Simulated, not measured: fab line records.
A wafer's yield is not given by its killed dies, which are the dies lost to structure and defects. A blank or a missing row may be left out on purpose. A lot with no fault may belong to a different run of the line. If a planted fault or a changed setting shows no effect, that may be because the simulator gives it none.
fab line records ; flow n5_finfet
[record] lots = 5; wafers = 15; last_day = 16
route steps=1938 shown BEOL_M3@972 PASSIVATION@1936
lots with no fault: from the same line, run without faults
start_h: hours from the record's first day to the start of the lot's first wafer shown ; wait_h: time in hours since the lot's previous step ; " unchanged from the row above ; L1.1+2: one row covering several wafers at once ; - no value, or no start was given ; * or withheld: withheld ; < > ~ a bound
route shown NAME@n: names a module that has steps shown in the file, with the first one's number in the route ; usual: mean/standard deviation of fault-free wafers ; same: alike in all rows ; chamber/n: place in a boat ; sites: each site's reading ; _std_site: standard deviation across them ; _edge_site: inner sites' mean taken away from outer sites' mean ; radius_mm: for every site, how far away it sits from the centre of the wafer ; mask NAME#n: copy n ; behind: the most recent tool/chamber to have shaped the wafer ; hold: the reason the lot was held/the length of the hold in hours/how it ended ; device: transistor that didn't switch, given as n, p or np ; end of line: the tests these same wafers got at the end of their route ; a step without rows: its recipe alone ; killed: the dies lost at the first sort to structure and to defects; this is not the yield of the wafer ; map: the dies of a wafer, with x for killed, . for not killed, _ for no die there
set.NAME: the setting the step ran with; set.NAME@STEP: the setting that earlier step ran with ; model.NAME: the simulator's own value behind a step, which no gauge read
a table for each step, a row for each wafer; lots at some steps of the route
services: a tool's chamber out of use, with start hour (start_h, from the record's first day; less than 0 if before it), hours out, and reason
[[steps]]
[step N5_BEOL_M3_ALD_98]
[recipe] material = SiO2; target_thk_a = 25; temp_c = 100; ald_precursor_family = BDEAS; ald_co_reactant = O2-plasma; pulse_time_s = 1; co_reactant_pulse_time_s = 1; purge_time_s = 2; co_reactant_purge_time_s = 2; ald_cycles = 17; pressure_torr = 2
[usual] heater_power_w = 80/7.8; precursor_pulse_height_rel = 0.999/0.021
lot.wafer;tool;chamber;start_h;wait_h;heater_power_w;precursor_pulse_height_rel
L860.2;ald_sin-02;2;150.06;0.1;68;0.951
L860.3;ald_sin-02;3;150.06;0.1;93;0.989
L860.5;ald_sin-02;2;150.06;0.1;67;1.024
L867.2;ald_sin-04;0;205.56;0.1;75;0.992
L867.5;ald_sin-04;3;205.56;0.1;73;0.971
L867.6;ald_sin-04;2;205.56;0.1;83;1.016
L866.3;ald_sin-01;2;207.45;0.1;77;1.007
L866.4;ald_sin-01;1;207.45;0.1;76;0.985
L866.5;ald_sin-01;0;207.45;0.1;76;0.973
L869.3;ald_sin-02;2;217.75;0.1;66;0.958
L869.4;ald_sin-02;0;217.75;0.1;93;0.993
L869.6;ald_sin-02;2;217.75;0.1;68;1.048
L874.2;ald_sin-04;3;240.96;0.4;72;1.017
L874.4;ald_sin-04;2;240.96;0.4;86;0.962
L874.5;ald_sin-04;1;240.96;0.4;77;1.003
[step N5_BEOL_M3_ETCHBACK_99]
[recipe] chemistry = CHF3; target = SiO2; target_depth_a = 50; time_s = 10.4; source_w = 215; bias_w = 47; Ar_flow_sccm = 200; CHF3_flow_sccm = 12; ion_energy_ev = 100; pressure_mtorr = 30
[step N5_BEOL_M3_ETCH_70]
[recipe] chemistry = N2/H2; target = SOC; target_depth_a = 800; overetch_a = 160; mask_material = SiARC; temp_c = 40; time_s = 120; ion_energy_ev = 200; pressure_mtorr = 30; source_w = 840; bias_w = 150; n2_flow_sccm = 200; h2_flow_sccm = 200
[step N5_BEOL_M3_STRIP_71]
[recipe] chemistry = N2/H2; temp_c = 40; n2_flow_sccm = 200; h2_flow_sccm = 200; rf_frequency_hz = 6e+07
[step N5_BEOL_M3_STRIP_78]
[recipe] chemistry = N2/H2; temp_c = 40; n2_flow_sccm = 200; h2_flow_sccm = 200; rf_frequency_hz = 6e+07
[step N5_BEOL_M3_VIA_ETCH_34]
[recipe] chemistry = C4F6/O2; target_depth_a = 694; mask_material = SOC; pressure_mtorr = 15; ion_energy_ev = 250; taper_deg = 4; time_s = 65.9; source_w = 350; bias_w = 170; Ar_flow_sccm = 300; C4F6_flow_sccm = 10; O2_flow_sccm = 10
[usual] drypump_motor_current_A = 5.9/0.52; oes_product_au = 0.79/0.1; rf_fwd_power_W = 347.4/1.2; rf_vpp_V = 672/7.6; showerhead_plenum_p_Torr = 2.89/0.087; throttle_valve_pct = 30.8/0.31
lot.wafer;tool;chamber;start_h;wait_h;drypump_motor_current_A;oes_product_au;rf_fwd_power_W;rf_hours_counter_h;rf_vpp_V;showerhead_plenum_p_Torr;throttle_valve_pct
L860.2;rie_diel-03;1;153.70;0.0;5.3;0.77;348.4;168;670;2.84;31.4
L860.3;rie_diel-03;3;153.70;0.0;4.8;0.74;349.5;164;685;3.00;31.3
L860.5;rie_diel-03;3;153.70;0.0;4.9;0.73;348.6;-;683;3.00;31.3
L866.3;rie_diel-02;1;209.34;0.0;6.3;0.81;347.8;73;675;2.88;30.3
L866.4;rie_diel-02;0;209.34;0.0;5.2;0.69;349.4;237;674;2.91;30.5
L866.5;rie_diel-02;3;209.34;0.0;6.2;0.67;347.4;-;670;2.92;30.7
L867.2;rie_diel-05;0;210.10;0.0;6.6;0.74;347.1;162;679;2.77;30.7
L867.5;rie_diel-05;3;210.10;0.0;5.8;0.69;346.4;-;670;2.95;31.2
L867.6;rie_diel-05;0;210.10;0.0;6.6;0.73;347.4;-;679;2.77;30.7
L869.3;rie_diel-02;3;220.06;0.0;6.2;0.67;348.4;238;669;2.92;30.7
L869.4;rie_diel-02;3;220.06;0.0;6.2;0.67;350.7;-;670;2.92;30.7
L869.6;rie_diel-02;0;220.06;0.0;5.2;0.69;347.4;-;671;2.91;30.5
L874.2;rie_diel-02;3;261.45;0.0;6.3;0.67;347.1;250;670;2.91;30.7
L874.4;rie_diel-02;3;261.45;0.0;6.3;0.67;348.8;-;670;2.91;30.7
L874.5;rie_diel-02;1;261.45;0.0;6.3;0.79;345.6;-;674;2.87;30.3
[step N5_BEOL_M3_STRIP_83]
[recipe] chemistry = C4F6/O2; resist = SiARC; rf_frequency_hz = 6e+07
[step N5_BEOL_M3_STRIP_36]
[recipe] chemistry = N2/H2; power_w = 450; temp_c = 40; pressure_mtorr = 20; rf_frequency_hz = 6e+07; overash_fraction = 0.3; bias_power_w = 7; h2_frac = 0.5; n2_flow_sccm = 200; h2_flow_sccm = 200
[usual] bias_power_w = 6.998/0.021; drypump_motor_current_A = 5.9/0.52; n2_flow_sccm = 200.0/0.6; oes_product_au = 0.79/0.1; rf_vpp_V = 59.5/1.4; showerhead_plenum_p_Torr = 2.58/0.077; throttle_valve_pct = 23.58/0.26
lot.wafer;tool;chamber;start_h;wait_h;bias_power_w;drypump_motor_current_A;n2_flow_sccm;oes_product_au;rf_hours_counter_h;rf_vpp_V;showerhead_plenum_p_Torr;throttle_valve_pct
L860.2;rie_diel-03;1;153.76;0.0;7.008;5.4;200.3;0.74;168;59.4;2.51;23.88
L860.3;rie_diel-03;3;153.76;0.0;6.957;4.8;200.0;0.74;164;59.7;2.64;23.74
L860.5;rie_diel-03;3;153.76;0.0;6.966;4.9;200.6;0.73;-;60.0;2.64;23.75
L866.3;rie_diel-02;1;209.40;0.0;7.014;6.3;200.3;0.82;73;58.8;2.60;23.52
L866.4;rie_diel-02;0;209.40;0.0;7.002;5.2;200.4;0.69;237;61.3;2.59;23.17
L866.5;rie_diel-02;3;209.40;0.0;6.993;6.3;201.6;0.67;-;59.3;2.64;23.81
L867.2;rie_diel-05;0;210.16;0.0;6.983;6.6;199.9;0.76;162;58.9;2.44;23.47
L867.5;rie_diel-05;3;210.16;0.0;6.981;5.9;200.4;0.70;-;59.3;2.64;23.94
L867.6;rie_diel-05;0;210.16;0.0;6.983;6.6;200.6;0.76;-;59.6;2.44;23.42
L869.3;rie_diel-02;3;220.12;0.0;7.007;6.2;199.6;0.66;238;60.3;2.64;23.83
L869.4;rie_diel-02;3;220.12;0.0;6.995;6.2;199.8;0.66;-;62.2;2.64;23.81
L869.6;rie_diel-02;0;220.12;0.0;6.981;5.2;198.7;0.70;-;59.3;2.59;23.14
L874.2;rie_diel-02;3;261.51;0.0;6.980;6.3;199.3;0.66;250;61.0;2.63;23.83
L874.4;rie_diel-02;3;261.51;0.0;6.993;6.3;199.4;0.67;-;59.1;2.63;23.82
L874.5;rie_diel-02;1;261.51;0.0;6.956;6.3;200.0;0.81;-;61.1;2.59;23.53
[step N5_BEOL_M3_TRENCH_ETCH_37]
[recipe] chemistry = C4F6/O2; target_depth_a = 555.55; target = SiOC; time_s = 29.2; ion_energy_ev = 250; pressure_mtorr = 30; source_w = 355; bias_w = 185; Ar_flow_sccm = 300; C4F6_flow_sccm = 10; O2_flow_sccm = 10
[step N5_BEOL_M3_ETCH_41]
[recipe] chemistry = CH3F/O2; target = SiCN; target_depth_a = 299; taper_deg = 2; time_s = 52.5; ion_energy_ev = 120; mask_material = TiN; pressure_mtorr = 30; source_w = 395; bias_w = 75; Ar_flow_sccm = 150; CH3F_flow_sccm = 30; O2_flow_sccm = 20
[step N5_BEOL_M3_STRIP_97]
[recipe] chemistry = N2/H2; time_s = 10; power_w = 450; temp_c = 40; pressure_mtorr = 20; rf_frequency_hz = 6e+07; bias_power_w = 7; n2_flow_sccm = 200; h2_flow_sccm = 200
[step N5_BEOL_M3_OCD_MEAS_38]
[usual] trench_depth_nm = 55.1/1.3
lot.wafer;tool;chamber;start_h;wait_h;trench_depth_nm
L860.2;ocd-02;-;153.96;-;58.2
L860.3;ocd-02;-;153.96;-;53.7
L860.5;ocd-02;-;153.96;-;54.6
L866.3;ocd-01;-;209.60;-;54.9
L866.4;ocd-01;-;209.60;-;53.7
L866.5;ocd-01;-;209.60;-;54.3
L867.2;ocd-01;-;210.36;-;53.4
L867.5;ocd-01;-;210.36;-;54.3
L867.6;ocd-01;-;210.36;-;53.8
L869.3;ocd-02;-;220.32;-;55.5
L869.4;ocd-02;-;220.32;-;53.4
L869.6;ocd-02;-;220.32;-;54.2
L874.2;ocd-01;-;261.71;-;54.5
L874.4;ocd-01;-;261.71;-;54.5
L874.5;ocd-01;-;261.71;-;55.8
[step N5_BEOL_M3_HM_STRIP_39]
[recipe] chemistry = peroxide_tin_strip; material = TiN; target_depth_a = 250; temp_c = 50; time_s = 158
lot.wafer;tool;chamber;start_h;wait_h
L860.2+3+5;wet_bench-04;1,6,4;153.99;0.0
L866.3+4+5;wet_bench-06;7,0,2;209.63;0.0
L867.2+5+6;wet_bench-01;0,3,6;210.39;0.0
L869.3+4+6;wet_bench-06;2,7,0;220.35;0.0
L874.2+4+5;wet_bench-01;3,4,1;261.74;0.0
[step N5_BEOL_M3_SRD_40]
[recipe] time_s = 30; temp_c = 23; rinse_liquid = diw; dry = ipa_marangoni
[step N5_BEOL_M3_PRECLEAN_42]
[recipe] chemistry = residue_remover; time_s = 60; temp_c = 40
[step N5_BEOL_M3_SRD_43]
[recipe] time_s = 30; temp_c = 23; rinse_liquid = diw; dry = ipa_marangoni
[step N5_BEOL_M3_CD_MEAS_35]
[recipe] target_cd_nm = 18; target_cd_y_nm = 21; polarity = opening
[usual] cd_nm = 18.1/0.38
lot.wafer;tool;chamber;start_h;wait_h;cd_nm
L860.2;cd_sem-02;-;154.11;0.0;17.3
L860.3;cd_sem-02;-;154.11;0.0;18.0
L860.5;cd_sem-02;-;154.11;0.0;19.1
L866.3;cd_sem-03;-;209.76;0.0;18.2
L866.4;cd_sem-03;-;209.76;0.0;17.9
L866.5;cd_sem-03;-;209.76;0.0;18.2
L867.2;cd_sem-01;-;210.51;0.0;17.1
L867.5;cd_sem-01;-;210.51;0.0;17.2
L867.6;cd_sem-01;-;210.51;0.0;18.1
L869.3;cd_sem-02;-;220.48;0.0;17.2
L869.4;cd_sem-02;-;220.48;0.0;17.9
L869.6;cd_sem-02;-;220.48;0.0;17.4
L874.2;cd_sem-03;-;261.86;0.0;18.5
L874.4;cd_sem-03;-;261.86;0.0;17.3
L874.5;cd_sem-03;-;261.86;0.0;18.3
[step N5_BEOL_M3_DEGAS_44]
[recipe] ambient = vacuum; temp_c = 250; time_s = 60
[step N5_BEOL_M3_PRE_CLEAN_45]
[recipe] gas = H2/He; time_s = 30; temp_c = 250
[usual] heater_power_w = 331/24
lot.wafer;tool;chamber;start_h;wait_h;heater_power_w
L860.2;pvd_sputter-01;-;154.60;0.0;312
L860.3;pvd_sputter-01;-;154.60;0.0;316
L860.5;pvd_sputter-01;-;154.60;0.0;319
L866.3;pvd_sputter-03;-;210.15;0.0;306
L866.4;pvd_sputter-03;-;210.15;0.0;312
L866.5;pvd_sputter-03;-;210.15;0.0;300
L867.2;pvd_sputter-02;-;210.79;0.0;332
L867.5;pvd_sputter-02;-;210.79;0.0;320
L867.6;pvd_sputter-02;-;210.79;0.0;330
L869.3;pvd_sputter-03;-;221.06;0.0;306
L869.4;pvd_sputter-03;-;221.06;0.0;383
L869.6;pvd_sputter-03;-;221.06;0.0;325
L874.2;pvd_sputter-02;-;262.13;0.0;342
L874.4;pvd_sputter-02;-;262.13;0.0;323
L874.5;pvd_sputter-02;-;262.13;0.0;342
[step N5_BEOL_M3_ALD_84]
[recipe] material = TaN; target_thk_a = *; temp_c = 275; ald_precursor_family = PDMAT; ald_co_reactant = NH3; pressure_torr = 3; carrier_flow_sccm = 1500; pulse_time_s = 2; purge_time_s = 3; co_reactant_purge_time_s = 2; co_reactant_pulse_time_s = 3; ald_cycles = 30; precursor_vessel_temp_c = 75; precursor_vessel_pressure_torr = 26.25; precursor_vessel_carrier_sccm = 1000
[step N5_BEOL_M3_SURFACE_TREAT_85]
[recipe] gas = Ar; time_s = *; ion_energy_ev = *; ion_current_ma_cm2 = 0.5; pressure_mtorr = *; ar_flow_sccm = 30
[step N5_BEOL_M3_CVD_47]
[recipe] material = Co; target_thk_a = 30; temp_c = withheld; precursor = CCTBA/H2; pressure_torr = 30; time_s = 223.8
[step N5_BEOL_M3_SPUTTER_48]
[recipe] material = Cu; target_thk_a = 45; temp_c = -20; chamber_pressure_pa = 0.07; power_w = withheld; time_s = 8.29
[step N5_BEOL_M3_ANNEAL_49]
[recipe] temp_c = 400; time_s = 240; ambient = vacuum
[step N5_BEOL_M3_SPUTTER_79]
[recipe] material = Cu; target_thk_a = 45; temp_c = -20; chamber_pressure_pa = 0.07; power_w = withheld; time_s = 8.29
[step N5_BEOL_M3_ANNEAL_80]
[recipe] temp_c = 400; time_s = 240; ambient = vacuum
[step N5_BEOL_M3_SPUTTER_81]
[recipe] material = Cu; target_thk_a = 45; temp_c = -20; chamber_pressure_pa = 0.07; power_w = withheld; time_s = 8.29
[step N5_BEOL_M3_ANNEAL_82]
[recipe] temp_c = 400; time_s = 240; ambient = vacuum
[step N5_BEOL_M3_SPUTTER_86]
[recipe] material = Cu; target_thk_a = 45; temp_c = -20; chamber_pressure_pa = 0.07; power_w = withheld; time_s = 8.29
[step N5_BEOL_M3_ANNEAL_87]
[recipe] temp_c = 400; time_s = 240; ambient = vacuum
[step N5_BEOL_M3_SPUTTER_88]
[recipe] material = Cu; target_thk_a = 45; temp_c = -20; chamber_pressure_pa = 0.07; power_w = withheld; time_s = 8.29
[step N5_BEOL_M3_ANNEAL_89]
[recipe] temp_c = 400; time_s = 240; ambient = vacuum
[step N5_BEOL_M3_SPUTTER_90]
[recipe] material = Cu; target_thk_a = 45; temp_c = -20; chamber_pressure_pa = 0.07; power_w = withheld; time_s = 8.29
[step N5_BEOL_M3_ANNEAL_91]
[recipe] temp_c = 400; time_s = 240; ambient = vacuum
[step N5_BEOL_M3_SPUTTER_92]
[recipe] material = Cu; target_thk_a = 45; temp_c = -20; chamber_pressure_pa = 0.07; power_w = withheld; time_s = 8.29
[step N5_BEOL_M3_ANNEAL_93]
[recipe] temp_c = 400; time_s = 240; ambient = vacuum
[step N5_BEOL_M3_SPUTTER_94]
[recipe] material = Cu; target_thk_a = 45; temp_c = -20; chamber_pressure_pa = 0.07; power_w = withheld; time_s = 8.29
[step N5_BEOL_M3_ANNEAL_95]
[recipe] temp_c = 400; time_s = 240; ambient = vacuum
[step N5_BEOL_M3_SPUTTER_96]
[recipe] material = Cu; target_thk_a = 45; temp_c = -20; chamber_pressure_pa = 0.07; power_w = withheld; time_s = 8.29
[usual] chuck_gas_flow_sccm = 1.25/0.055; substrate_temp_c = -20.00/0.11; throttle_valve_pct = 29.8/1.1
lot.wafer;tool;chamber;start_h;wait_h;chuck_gas_flow_sccm;substrate_temp_c;throttle_valve_pct
L860.2;pvd_sputter-01;-;157.02;0.1;1.21;-20.06;30.4
L860.3;pvd_sputter-01;-;157.02;0.1;1.28;-20.02;28.8
L860.5;pvd_sputter-01;-;157.02;0.1;1.21;-20.17;30.4
L866.3;pvd_sputter-02;-;212.59;0.1;1.31;-20.09;28.9
L866.4;pvd_sputter-02;-;212.59;0.1;1.23;-19.87;31.7
L866.5;pvd_sputter-02;-;212.59;0.1;1.24;-20.09;30.0
L867.2;pvd_sputter-01;-;213.93;0.1;1.19;-20.02;30.2
L867.5;pvd_sputter-01;-;213.93;0.1;1.21;-19.86;30.3
L867.6;pvd_sputter-01;-;213.93;0.1;1.36;-20.00;30.2
L869.3;pvd_sputter-02;-;223.45;0.1;1.23;-20.01;30.2
L869.4;pvd_sputter-02;-;223.45;0.1;1.30;-19.92;31.4
L869.6;pvd_sputter-02;-;223.45;0.1;1.26;-19.98;29.7
L874.2;pvd_sputter-02;-;264.44;0.1;1.23;-19.89;30.0
L874.4;pvd_sputter-02;-;264.44;0.1;1.29;-19.92;29.0
L874.5;pvd_sputter-02;-;264.44;0.1;1.36;-20.02;29.2
[step N5_BEOL_M3_ECD_50]
[recipe] material = Cu; target_thk_a = 3000
[step N5_BEOL_M3_ANNEAL_51]
[recipe] temp_c = 225; time_s = 90; ambient = N2
[step N5_BEOL_M3_CMP_52]
[recipe] stop_on = SiOC; t_overpolish_s = 6.8; down_force_psi = 1; platen_rpm = 50; clearing_platen_down_force_psi = 1.5; clearing_platen_rpm = 50; post_cmp_clean = cu_alkaline; target_thk_nm = 40; clearing_platen_pad_velocity_m_s = 0.99484; pad_velocity_m_s = 0.99484
[step N5_PASSIVATION_PROBE_49]
[usual] defect_limited_yield = 91.1/1.4; killed_at_M0_to_M3 = 34/9.7; killed_at_M4_up = 13/5.1; killed_at_contacts = 14/6.3; killed_at_front_end = 40/11; killed_at_other = 3.5/2.7; killed_dies = 105/16; killed_open = 70/12; killed_short = 34/7.8; sort_bin_5_function = 5.2/0.88; sort_bin_6_memory = 3.3/0.7; sort_n_pass = 1074/17; sort_yield_pct = 91.0/1.5
[same] gross_dies = 1180; killed_at_back_side = 0; sort_bin_4_leakage[%] = 0; sort_bin_8_speed[%] = 0
lot.wafer;tool;chamber;start_h;wait_h;defect_limited_yield[%];killed_at_M0_to_M3;killed_at_M4_up;killed_at_contacts;killed_at_front_end;killed_at_other;killed_dies;killed_open;killed_short;sort_bin_5_function[%];sort_bin_6_memory[%];sort_n_pass;sort_yield_pct[%]
L860.2;prober-01;-;280.96;0.1;89.2;50;11;17;48;1;127;85;42;6.3;3.9;1053;89.2
L860.3;prober-01;-;281.01;0.1;88.1;54;15;25;44;2;140;99;41;7.2;4.2;1040;88.1
L860.5;prober-01;-;281.11;0.2;90.3;32;12;26;45;0;115;81;34;6.0;3.5;1065;90.3
L867.5;prober-02;-;339.24;0.2;91.3;22;9;9;60;3;103;67;36;5.3;3.3;1077;91.3
L867.6;prober-02;-;339.29;0.3;91.9;25;13;6;50;1;95;70;24;4.1;3.6;1085;91.9
L874.4;prober-02;-;378.03;0.2;76.6;200;10;14;50;2;276;102;37;14.7;5.4;904;76.6
// killed by level:class
L860.2 MOL_CONTACT_COAG:geometric_particle:open=16 BEOL_M0_SAQP:geometric_particle:short=14 BEOL_M0_SAQP:geometric_particle:open=13 STI_FIN_REVEAL:geometric_particle:open=10 BEOL_M2:geometric_particle:open=10 FIN_SAQP:geometric_particle:short=8 FIN_SAQP:geometric_particle:open=7 DUMMY_GATE:geometric_particle:open=6
L860.3 MOL_CONTACT_COAG:geometric_particle:open=23 BEOL_M2:geometric_particle:open=15 FIN_SAQP:geometric_particle:open=13 FIN_SAQP:geometric_particle:short=9 BEOL_M0_SAQP:geometric_particle:open=8 BEOL_M3:geometric_particle:open=8 BEOL_M0_SAQP:geometric_particle:short=7 BEOL_M1:geometric_particle:open=6
L860.5 MOL_CONTACT_COAG:geometric_particle:open=20 STI_FIN_REVEAL:geometric_particle:open=16 BEOL_M2:geometric_particle:open=10 BEOL_M0_SAQP:geometric_particle:short=7 MOL_CONTACT_COAG:geometric_particle:short=6 FIN_SAQP:geometric_particle:short=5 STARTING-WAFER:geometric_particle:open=5 FIN_SAQP:geometric_particle:open=4
L867.5 STI_FIN_REVEAL:geometric_particle:open=18 BEOL_M0_SAQP:geometric_particle:short=8 MOL_CONTACT_COAG:geometric_particle:open=7 FIN_SAQP:geometric_particle:open=6 BEOL_M0_SAQP:geometric_particle:open=6 GATE_CUT:geometric_particle:short=5 BEOL_M3:geometric_particle:open=5 STARTING-WAFER:geometric_particle:short=5
L867.6 STI_FIN_REVEAL:geometric_particle:open=20 FIN_SAQP:geometric_particle:short=13 BEOL_M2:geometric_particle:open=10 MOL_CONTACT_COAG:geometric_particle:open=6 BEOL_M1:geometric_particle:open=5 BEOL_M0_SAQP:geometric_particle:short=4 BEOL_M4:geometric_particle:open=4 STARTING-WAFER:geometric_particle:open=4
L874.4 BEOL_M3:unspecified=137 STI_FIN_REVEAL:geometric_particle:open=29 BEOL_M0_SAQP:geometric_particle:open=20 BEOL_M0_SAQP:geometric_particle:short=13 BEOL_M3:geometric_particle:open=13 MOL_CONTACT_COAG:geometric_particle:open=11 BEOL_M2:geometric_particle:open=6 BEOL_M1:geometric_particle:open=5
// map L874.4 (x killed, . not)
_________________x...........________________
______________x..x........x..x.._____________
___________.........x..x...........__________
__________................x........x_________
________.............................._______
_______x...x.x....x....................______
______...xxx....x....xx..............x.._____
_____..x.xxxxxx.xxx.............x.x....x.____
____.xxxxxxxxxx.x.xx......x.........x.....___
___xxxxxxxxxxxxxxx...x................x....__
___.xxxxxxxxxxxxxxx.x....x..xx.......x...x.__
__x.xxxxxxxxxxxxx.....x.........x....x......_
__xxxxxxxxxxxxxxxxx...x............x........_
_..xxxxxxxxxxxxxx.......x..........x...x.....
_xx..xxxxxxxxxxxxxx.............x..xx........
_....xxxxxxxxxx.xx........xx....x.....x......
_xxx.x.xxxxxx.xx...x....x.xxx........x.x.....
_....x.xx.xx............x.....x..x..x.......x
_.....x..x.xx....................x...........
_.x......x.x......x...xx......x.............x
_x.x....................x............x...x...
__..x.....x...x....x.x.......xx.x.......x..x_
__....x.x..........................x........_
___x....x..x..x..xx.....x..x.x.............__
___..x...............x..............x......__
____..x..xx...xx.....x....x.x.........x...___
_____....x.............................x.____
______........x.......x..........x.....x_____
_______.........x....x.................______
________........x........x...x.......x_______
__________.xx......................._________
___________x.....x...............x.__________
______________......x.....x....x_____________
_________________........x...________________
// map L867.2 (x killed, . not)
_________________............________________
______________..........x......._____________
___________..x.x..x....x...........__________
__________......x.............x....._________
________.........x...................._______
_______........x........x.....x........______
______.................x...x....x......._____
_____...........x.......x..............x.____
____...............................x......___
___........x.......x...................x...__
___.........x..x..x.x...x......x...........__
__.................x.....................x.._
__.............xx.........x.x.....x...x....._
_........x....x................x..........xx.
_...........................x...xx...........
_...........x.................x............x.
_..x.x........x.......x.................x....
_x....x.........x....x.x.....................
_..........x.x...x.........x...........x.....
_....x.....x....xx.............x........x....
_....x...x..x..x.................x....x....xx
__...............x........x..............x.._
__...........x.............................._
___..................x............x........__
___........x.......xx.x.........x..........__
____......x.............x....x......x.....___
_____......x.x..............xxx......x...____
______..x..x.....x..x......x.x.......x.._____
_______............x............x......______
________.............................._______
__________x...................xx..x._________
___________x.....x.x...............__________
______________................x._____________
_________________..x.......x.________________
[[services]]
tool;chamber;start_h;hours;kind
rie_diel-05;0;130.14;5.3;repair
rie_diel-03;0;130.43;-;clean
rie_diel-03;0;130.43;-;consumable_replace:focus_ring
rie_diel-03;0;130.43;18.5;scheduled_down
rie_diel-03;0;130.43;18.5;vent_cycle
ald_sin-02;2;130.82;3.4;repair
pvd_sputter-03;-;137.19;0.5;repair
rie_diel-02;-;145.77;0.3;repair
rie_diel-03;2;149.60;-;clean
ald_sin-04;0;151.87;11.8;repair
pvd_sputter-01;-;172.98;11.1;repair
ald_sin-02;-;177.38;14.0;pm
ald_sin-02;1;203.12;14.9;repair
wet_bench-01;-;214.47;0.9;repair
rie_diel-02;2;214.60;-;clean
rie_diel-02;2;214.60;-;consumable_replace:focus_ring
rie_diel-02;2;214.60;-;consumable_replace:showerhead
rie_diel-02;2;214.60;22.7;scheduled_down
rie_diel-02;2;214.60;22.7;vent_cycle
wet_bench-01;-;240.48;1.9;pm
rie_diel-02;0;254.63;-;clean
rie_diel-02;0;254.63;-;consumable_replace:focus_ring
rie_diel-02;0;254.63;32.4;scheduled_down
rie_diel-02;0;254.63;32.4;vent_cycle
[[key]]
[first_sign] step = N5_PASSIVATION_PROBE_49; reading = killed_at_M0_to_M3; direction = up; sigmas = 17; usual = 34; struck = 200
[effect] step = N5_PASSIVATION_PROBE_49; reading = defect_limited_yield; direction = down; sigmas = 11; usual = 91.1; struck = 76.6
[more_kills_born_at] N5_BEOL_M3_HM_STRIP_39@wet_bench-01 = 137
met_at N5_BEOL_M3_HM_STRIP_39
struck_wafers L874.4
[fault] kind = chamber_particle_source; tool = wet_bench-01; chamber = 4; onset_h = 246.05; steps = N5_BEOL_M3_HM_STRIP_39; rate_per_visit_cm2 = 1.4022; end_h = 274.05
